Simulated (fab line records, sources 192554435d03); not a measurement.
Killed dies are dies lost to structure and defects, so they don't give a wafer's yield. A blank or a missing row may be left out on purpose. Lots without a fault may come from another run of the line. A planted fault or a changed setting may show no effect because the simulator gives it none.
One fault seen from 2 desks | flow n5_finfet | each desk has only its own numbers; what lay behind them comes last

THE TOOL OWNER'S DESK: rie_si-04
The tool's own readings at N5_DUMMY_GATE_ETCH_44 (etches poly-Si in HBr/O2, stops on SiO2, target depth 127.5 nm): means of the sampled wafers that have a number, for each lot that ran on this tool. A lot is out of limits, marked OUT, if its mean lies more than 4 standard deviations from the usual mean; the brackets give that distance.
Columns: A = chamber_pressure_mTorr at N5_DUMMY_GATE_ETCH_44, usual 20.000 mTorr; B = drypump_motor_current_A at N5_DUMMY_GATE_ETCH_44, usual 5.6 A; C = oes_product_au at N5_DUMMY_GATE_ETCH_44, usual 0.734 a.u.; D = throttle_valve_pct at N5_DUMMY_GATE_ETCH_44, usual 18.65 %
lot  | first seen here | A      | B   | C                | D
L281 | day 3 13:05     | 20.001 | 5.4 | 0.745            | 18.65
L285 | day 4 10:40     | 20.009 | 5.4 | 0.677 (-4.1) OUT | 18.64
L292 | day 6 06:01     | 20.009 | 5.4 | 0.671 (-4.5) OUT | 18.77
L302 | day 8 16:35     | 19.989 | 5.5 | 0.734            | 18.64
This desk's finding: out of limits on L285, L292; first on L285, day 4 10:40 (oes_product_au at N5_DUMMY_GATE_ETCH_44). In limits: L281, L302.

THE METROLOGY DESK
What the gauges read, lot by lot, whatever tool the lot ran on: means of the sampled wafers that have a number. A lot is out of limits, marked OUT, if its mean lies more than 4 standard deviations from the usual mean; the brackets give that distance. Of its 12 readings 7 are shown: those that lie furthest out on some lot.
Columns: A = cd_nm at N5_DUMMY_GATE_CD_MEAS_24, usual 15.1 nm; B = DIBL_N at N5_BEOL_M4_RC_MEAS_101, usual 36.1 mV/V; C = IOFF_N at N5_BEOL_M4_RC_MEAS_101, usual 0.154 nA/um; D = IOFF_P at N5_BEOL_M4_RC_MEAS_101, usual 0.201 nA/um; E = ION_P at N5_BEOL_M4_RC_MEAS_101, usual 462 uA/um; F = VT_N at N5_BEOL_M4_RC_MEAS_101, usual 250.0 mV; G = VT_P at N5_BEOL_M4_RC_MEAS_101, usual -251.3 mV
lot  | first seen here | A    | B    | C     | D     | E   | F     | G
L281 | day 3 12:42     | 15.0 | 36.9 | 0.162 | 0.182 | 452 | 249.8 | -255.9
L285 | day 4 10:07     | 14.8 | 36.2 | 0.153 | 0.206 | 464 | 250.9 | -248.8
L292 | day 6 05:38     | 15.3 | 34.5 | 0.142 | 0.177 | 457 | 251.1 | -253.9
L300 | day 8 05:32     | 14.7 | 37.2 | 0.181 | 0.212 | 462 | 246.4 | -249.9
L302 | day 8 16:12     | 15.5 | 35.8 | 0.144 | 0.168 | 459 | 250.4 | -255.6
L301 | day 8 19:19     | 15.0 | 37.1 | 0.168 | 0.237 | 470 | 246.9 | -247.0
This desk's finding: nothing out of limits on any of the 6 lots.

PUT TOGETHER
The tool owner's desk could have raised an alarm at day 4 10:40, on L285, L292.
The metrology desk saw nothing out of limits.
The metrology desk has L285, L292 on record, within its limits.
Of the lots named, all ran N5_DUMMY_GATE_ETCH_44 on rie_si-04.

WHAT THE SIMULATOR HAD PUT IN
Process parameter drift: rie_si-04, from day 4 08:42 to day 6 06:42, at N5_DUMMY_GATE_ETCH_44. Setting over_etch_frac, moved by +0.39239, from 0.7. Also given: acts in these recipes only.
Lots struck among those shown: L285, L292.
Hours from the fault's start to each desk's first reading out of limits: the tool owner's desk, 2.
